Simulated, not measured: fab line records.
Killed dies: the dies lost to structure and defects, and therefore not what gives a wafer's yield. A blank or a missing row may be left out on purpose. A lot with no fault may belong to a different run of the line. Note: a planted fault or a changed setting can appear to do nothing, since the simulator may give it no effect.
Chamber matching ; flow n5-finfet ; N5_GATE_CUT_SAC_CAP_01 on ald-sin-04 has 4 sister chambers
The step material SiNx, target thk 24 nm, pulse time 1 s, ald cycles 480. 4 wafers are shown with their chamber, then 10 later ones without.

## EACH WAFER AND ITS CHAMBER
wafer;chamber;heater-power-w (W)
L089.3;0;808
L089.5;2;940
L090.1;1;847
L090.3;3;962

## WAFERS WHOSE CHAMBER IS MISSING
wafer;heater-power-w (W)
L090.6;781
L092.2;800
L092.4;977
L092.5;927
L093.1;931
L093.4;854
L093.6;842
L095.3;942
L095.5;851
L095.6;969

## WHICH CHAMBER EACH WENT THROUGH
wafer;from the rows above;in truth
L090.6;0;0
L092.2;0;0
L092.4;can't be placed: 3 or 2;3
L092.5;can't be placed: 2 or 3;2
L093.1;can't be placed: 2 or 3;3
L093.4;1;1
L093.6;1;1
L095.3;can't be placed: 2 or 3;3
L095.5;1;1
L095.6;can't be placed: 3 or 2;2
5 of 10 placed correctly. These rows do not allow placing 5 (true chamber among the candidates in 5). Number placed wrongly: 0.
How it was worked out, from the rows above alone: a wafer's distance from a chamber is the root of the sum, over the readings, of the square of ((its reading less the chamber's mean) divided by the reading's scatter). The wafer belongs to the nearest chamber; if the next one is less than 2 further off, it can't be placed. For every chamber, the mean is computed from those of its wafers that are shown. The scatter: with one shown wafer a chamber, the root of the mean of the squares of how far each hidden wafer lies from its nearest shown one.
